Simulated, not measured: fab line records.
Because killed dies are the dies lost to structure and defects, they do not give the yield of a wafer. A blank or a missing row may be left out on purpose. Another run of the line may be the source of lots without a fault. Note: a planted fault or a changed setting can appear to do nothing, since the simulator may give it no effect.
A lot that was struck, set against a sound lot / flow nandHarc / 14 out of 1302 route steps
Sound: the wafers L104.2, L104.3, L104.6. Struck: wafer L116.6. (L116.1, L116.3 of the same lot were not struck and are left out.) The cause comes at the end.
At each step with rows: each side's tool, then ch and its chambers, then its first start. Under that, the readings that differ: sound wafers / struck wafers / difference of the means / sigmas: that difference in standard deviations of wafers without a fault.
alike: same words and numbers on both sides, and readings whose means sit less than 2 such deviations apart. not compared: any withheld reading, any reading some wafer has no value for, any bound like >300 that may hide the same value, and any number with overlapping values for which the record gives no deviation.
The two part at a step that has a row with sigmas, a row that says differs or no value, or rows on one side only. Non-overlapping numbers with no deviation appear without sigmas and do not part them. A reading that every wafer of one side lacks parts them only if that side has two wafers or more.

first, 1 step without rows for these wafers: NHARC_A_ONON_D1_DEP_03 (target thk 1000 nm).
NHARC_A_ONON_D1_THK_MEAS_05: measures by ellipsometry.
  sound on filmMetro-02, day 8 16:12; struck on filmMetro-01, day 14 02:10
  alike: thkNm
next comes 1 step that has no rows for these wafers: NHARC_A_ONON_D1_DEP_06 (target thickness 1000 nm).
NHARC_A_ONON_D1_THK_MEAS_08: measures by ellipsometry.
  sound on filmMetro-01, day 8 16:46; struck on filmMetro-02, day 14 02:45
  alike: thkNm
next comes 1 step that has no rows for these wafers: NHARC_A_ONON_D1_DEP_09 (target thickness 1000 nm).
NHARC_A_ONON_D1_THK_MEAS_11: measures by ellipsometry.
  sound on filmMetro-01, day 8 17:20; struck on filmMetro-02, day 14 03:19
  alike: thkNm
next comes 1 step that has no rows for these wafers: NHARC_A_ONON_D1_DEP_12 (target thickness 1000 nm).
NHARC_A_ONON_D1_THK_MEAS_14: measures by ellipsometry.
  sound on filmMetro-02, day 8 17:54; struck on filmMetro-01, day 14 03:52
  alike: thkNm
then, 2 steps without rows for these wafers: NHARC_A_ONON_D1_ANNEAL_15 (time 3600 s); NHARC_A_ONON_D1_DEP_16 (target thk 1000 nm).
NHARC_A_ONON_D1_THK_MEAS_18: measures by ellipsometry.
  sound on filmMetro-02, day 9 03:03; struck on filmMetro-01, day 14 11:29
  alike: thkNm
NHARC_A_ONON_D1_DEP_19: target thk 1000 nm.
  sound on pecvdOnon-03 ch 0, day 9 03:10; struck on pecvdOnon-03 ch 0, day 14 11:32
  alike: nh3FlowSccm
NHARC_A_ONON_D1_THK_MEAS_21: measures by ellipsometry.
  sound on filmMetro-01, day 9 03:37; struck on filmMetro-02, day 14 12:03
reading=thkNm (nm); sound=985 984 984; struck=1046; difference=+62; sigmas=+7
next comes 1 step that has no rows for these wafers: NHARC_A_ONON_D1_DEP_22 (target thickness 1000 nm).

## WHERE THEY PART
At NHARC_A_ONON_D1_THK_MEAS_21 and nowhere else, as far as this record goes.

WHY: whatever the simulator had introduced
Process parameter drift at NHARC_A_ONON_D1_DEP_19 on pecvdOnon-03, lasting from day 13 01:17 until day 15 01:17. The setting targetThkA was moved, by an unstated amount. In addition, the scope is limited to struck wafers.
